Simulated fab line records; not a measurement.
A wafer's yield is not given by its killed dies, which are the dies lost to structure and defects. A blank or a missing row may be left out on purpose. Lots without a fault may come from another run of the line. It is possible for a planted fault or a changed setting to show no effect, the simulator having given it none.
What tool caused it? -- flow nandHarc -- 11 lots, 33 wafers sampled, at 6 steps of a route of 1302

## WHAT THE GAUGES SHOWED, per wafer
NHARC_P_M0_CD_MEAS_09 targets a cd of 90 nm. Usual: cdNm at 89.9 nm, with a standard deviation of 0.56.
lot,measured,on,cdNm (nm),flag
L837,day 6 09:31,cdSem-02,90.3 90.3 90.7,
L838,day 6 10:23,cdSem-01,89.8 90.2 90.7,
L839,day 7 00:32,cdSem-03,89.8 89.3 89.7,
L840,day 7 05:25,cdSem-02,88.9 89.2 89.3,
L842,day 8 06:03,cdSem-01,91.2 89.7 89.7,
L845,day 9 17:05,cdSem-03,90.2 90.6 90.2,
L855,day 13 20:28,cdSem-01,107.3 106.8 106.1,OFF
L856,day 14 01:07,cdSem-02,103.4 104.2 103.7,OFF
L857,day 14 14:19,cdSem-01,89.7 89.9 89.6,
L859,day 15 03:25,cdSem-02,90.4 90.5 90.8,
L860,day 15 15:01,cdSem-01,88.9 89.5 89.6,

NHARC_END_SORT_01. Usual: for defectLimitedYield, 90 % with a standard deviation of 3.3; for killedAtArray, 61 with a standard deviation of 23; for killedAtOther, 1.3 with a standard deviation of 1.4; for killedAtPeriphery, 4.0 with a standard deviation of 2.6; for killedDies, 66 with a standard deviation of 22; for killedOpen, 3.4 with a standard deviation of 1.8; for killedShort, 2.3 with a standard deviation of 1.4.
lot,measured,on,defectLimitedYield (%),killedAtArray,killedAtOther,killedAtPeriphery,killedDies,killedOpen,killedShort,flag
L839,day 25 04:36,prober-02,91 92 94,55 52 44,1 1 0,2 2 0,58 55 44,4 0 6,1 3 3,
L842,day 26 16:12,prober-01,87 89 92,81 70 50,2 2 3,3 1 3,86 73 56,4 3 0,1 1 1,
L860,day 33 12:38,prober-01,95 93 94,28 43 40,2 3 1,4 3 1,34 49 42,5 1 4,2 3 1,

## WHICH TOOL RAN EACH LOT (tool, then ch and the chambers of the sampled wafers, then the start)
lot,NHARC_P_CONTACT_DESCUM_17,NHARC_P_CONTACT_ETCH_36,NHARC_P_M0_EXPOSE_06,NHARC_P_M0_ETCH_34
L837,"rieDiel-08 ch 1,2,3, day 6 05:33","rieDiel-08 ch 0,1,3, day 6 09:22 or earlier","arfiScanner-02 ch 0, day 6 09:22","rieDiel-01 ch 0,1,2, day 6 09:47"
L838,"rieDiel-08 ch 0,2,3, day 6 06:34","rieDiel-08 ch 0,1,3, day 6 10:15 or earlier","arfiScanner-02 ch 0, day 6 10:15","rieDiel-01 ch 0,2,3, day 6 10:42"
L839,"rieDiel-08 ch 1,2, day 6 20:39","rieDiel-08 ch 0,1,3, day 7 00:24 or earlier","arfiScanner-02 ch 0, day 7 00:24","rieDiel-11 ch 0,2,3, day 7 00:50"
L840,"rieDiel-07 ch 1,2,3, day 7 01:26","rieDiel-07 ch 0,1, day 7 05:16 or earlier","arfiScanner-01 ch 0, day 7 05:16","rieDiel-01 ch 0,1,2, day 7 05:41"
L842,"rieDiel-02 ch 0,2,3, day 8 01:40","rieDiel-02 ch 0,2,3, day 8 05:55 or earlier","arfiScanner-02 ch 0, day 8 05:55","rieDiel-04 ch 0,1,3, day 8 06:20"
L845,"rieDiel-07 ch 1,2,3, day 9 13:07","rieDiel-07 ch 1,2,3, day 9 16:56 or earlier","arfiScanner-01 ch 0, day 9 16:56","rieDiel-11 ch 0,2,3, day 9 17:22"
L855,"rieDiel-07 ch 0,1,3, day 13 16:28","rieDiel-07 ch 0,2,3, day 13 20:19 or earlier","arfiScanner-03 ch 0, day 13 20:19","rieDiel-01 ch 1,2,3, day 13 20:44"
L856,"rieDiel-02 ch 1,2,3, day 13 21:16","rieDiel-02 ch 0,1,2, day 14 00:58 or earlier","arfiScanner-03 ch 0, day 14 00:58","rieDiel-11 ch 1,2,3, day 14 01:35"
L857,"rieDiel-08 ch 2,3, day 14 09:44","rieDiel-08 ch 2,3, day 14 14:10 or earlier","arfiScanner-01 ch 0, day 14 14:10","rieDiel-11 ch 0,1,2, day 14 14:35"
L859,"rieDiel-02 ch 2,3, day 14 23:34","rieDiel-02 ch 2,3, day 15 03:17 or earlier","arfiScanner-01 ch 0, day 15 03:17","rieDiel-04 ch 0,3, day 15 04:02"
L860,"rieDiel-08 ch 0,1,2, day 15 11:10","rieDiel-08 ch 0,2,3, day 15 14:53 or earlier","arfiScanner-01 ch 0, day 15 14:53","rieDiel-01 ch 0,1,2, day 15 15:17"
- NHARC_P_CONTACT_DESCUM_17: chemistry O2, time 3 s.
- NHARC_P_CONTACT_ETCH_36: etches the open film in N2/H2, target depth 260 nm, time 406.25 s.
- NHARC_P_M0_EXPOSE_06: exposes mask P M0, target cd 90 nm.
- NHARC_P_M0_ETCH_34: etches the open film in N2/H2, target depth 40 nm, overetch 12 nm, time 43.94 s.

## WHAT THE TOOLS THEMSELVES READ (means of the sampled wafers that have a number; where no wafer has one, the mark that the record gives instead)
NHARC_P_CONTACT_DESCUM_17. Usual: drypumpMotorCurrentA 5.7 A, standard deviation 0.44; oesProductAu 1.003 a.u., standard deviation 0.007; rfVppV 57.7 V, standard deviation 0.88; showerheadPlenumPTorr 1.93 Torr, standard deviation 0.068; throttleValvePct 11.311 %, standard deviation 0.0094.
lot,tool,drypumpMotorCurrentA (A),oesProductAu (a.u.),rfVppV (V),showerheadPlenumPTorr (Torr),throttleValvePct (%),flag
L837,rieDiel-08,5.6,0.999,57.1,1.92,11.314,
L838,rieDiel-08,5.7,0.996,57.2,1.86,11.309,
L839,rieDiel-08,5.2,0.999,58.1,1.95,11.300,
L840,rieDiel-07,5.7,0.994,58.3,1.94,11.303,
L842,rieDiel-02,5.9,1.008,58.3,1.95,11.313,
L845,rieDiel-07,5.7,1.003,59.3,1.94,11.314,
L855,rieDiel-07,5.5,1.000,57.0,1.94,11.312,
L856,rieDiel-02,6.0,1.001,57.4,1.90,11.307,
L857,rieDiel-08,6.0,1.007,57.8,1.89,11.316,
L859,rieDiel-02,6.0,1.000,57.9,1.92,11.322,
L860,rieDiel-08,5.3,0.996,58.0,1.88,11.309,

NHARC_P_CONTACT_ETCH_36. Usual: drypumpMotorCurrentA 5.7 A, standard deviation 0.42; oesProductAu 1.002 a.u., standard deviation 0.0075; rfVppV 430.9 V, standard deviation 2.3; showerheadPlenumPTorr 2.05 Torr, standard deviation 0.076; throttleValvePct 14.171 %, standard deviation 0.0084.
lot,tool,drypumpMotorCurrentA (A),oesProductAu (a.u.),rfVppV (V),showerheadPlenumPTorr (Torr),throttleValvePct (%),flag
L837,rieDiel-08,5.8,1.005,432.0,2.06,14.169,
L838,rieDiel-08,5.8,0.998,430.9,2.06,14.168,
L839,rieDiel-08,5.8,1.003,430.8,2.06,14.165,
L840,rieDiel-07,5.5,1.001,431.4,2.07,14.179,
L842,rieDiel-02,5.9,1.007,431.3,2.07,14.173,
L845,rieDiel-07,5.8,1.004,431.0,2.07,14.177,
L855,rieDiel-07,5.6,1.003,432.5,2.11,14.168,
L856,rieDiel-02,5.8,1.002,430.0,2.06,14.168,
L857,rieDiel-08,5.5,1.003,428.3,1.97,14.165,
L859,rieDiel-02,6.0,1.005,430.8,2.04,14.170,
L860,rieDiel-08,5.7,0.994,428.4,1.98,14.173,

NHARC_P_M0_EXPOSE_06. Usual: exposureDoseMJCm2 at 81.27, with a standard deviation of 0.087.
lot,tool,exposureDoseMJCm2,flag
L837,arfiScanner-02,81.25,
L838,arfiScanner-02,81.43,
L839,arfiScanner-02,81.25,
L840,arfiScanner-01,81.21,
L842,arfiScanner-02,81.27,
L845,arfiScanner-01,81.21,
L855,arfiScanner-03,106.62,OFF
L856,arfiScanner-03,101.53,OFF
L857,arfiScanner-01,81.19,
L859,arfiScanner-01,81.31,
L860,arfiScanner-01,81.23,

NHARC_P_M0_ETCH_34. Usual: drypumpMotorCurrentA 5.7 A, standard deviation 0.49; oesProductAu 1.001 a.u., standard deviation 0.0078; rfVppV 429 V, standard deviation 3.1; showerheadPlenumPTorr 1.98 Torr, standard deviation 0.11; throttleValvePct 14.170 %, standard deviation 0.0083.
lot,tool,drypumpMotorCurrentA (A),oesProductAu (a.u.),rfVppV (V),showerheadPlenumPTorr (Torr),throttleValvePct (%),flag
L837,rieDiel-01,5.7,0.998,430,2.04,14.171,
L838,rieDiel-01,6.0,1.005,430,2.01,14.173,
L839,rieDiel-11,5.7,0.997,427,1.91,14.166,
L840,rieDiel-01,5.7,0.998,430,2.04,14.170,
L842,rieDiel-04,5.4,1.004,430,2.04,14.178,
L845,rieDiel-11,5.7,0.995,427,1.90,14.173,
L855,rieDiel-01,6.2,0.996,429,1.99,14.176,
L856,rieDiel-11,5.4,1.005,429,1.99,14.171,
L857,rieDiel-11,5.6,1.011,430,2.01,14.172,
L859,rieDiel-04,5.6,0.995,433,2.12,14.160,
L860,rieDiel-01,5.6,0.989,430,2.01,14.169,

## THE ANSWER, worked out from the rows above alone
Rule: a lot is off if the mean of its wafers that have a number lies more than 3 standard deviations from the usual mean. A lot without any number at a reading at which 4 lots or more have one is off too. Where the step has rows for the other lots, those lots are counted as sound. Order of review: gauges by route order, followed by the tools' own readings, for which a lot's mean as printed above is used. At the first step where some lot is off, the reading lying furthest off is the one used; lots without a number count as furthest.
Off at NHARC_P_M0_CD_MEAS_09 (cdNm): L855, L856.
A tool fits if, at a process step before that reading, it ran every lot that is off, and no sound lot after the first of them. Not tried: the gauges at NHARC_P_M0_CD_MEAS_09; whatever is off there is also off at NHARC_P_M0_EXPOSE_06, on other tools, and gauge error can't account for it. With no start given for some of its lots, NHARC_P_CONTACT_ETCH_36 uses the hours and lot order of NHARC_P_M0_EXPOSE_06. One fits: arfiScanner-03 at NHARC_P_M0_EXPOSE_06. It ran no sound lot before its first lot that is off in this sample, so the start can't be narrowed down.
The tool's own readings at NHARC_P_M0_EXPOSE_06 bear it out: on the lots that are off they differ by more than 5 times the standard deviation of the sound lots' means. exposureDoseMJCm2 reads 104.08 there against 81.26 on the sound lots.

## WHAT THE SIMULATOR HAD INSERTED
Process parameter drift: arfiScanner-03, from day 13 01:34 on, at NHARC_P_M0_EXPOSE_06. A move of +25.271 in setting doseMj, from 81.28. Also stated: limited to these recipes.
Shown lots that were struck: L855, L856. The rule given above showed the same thing.
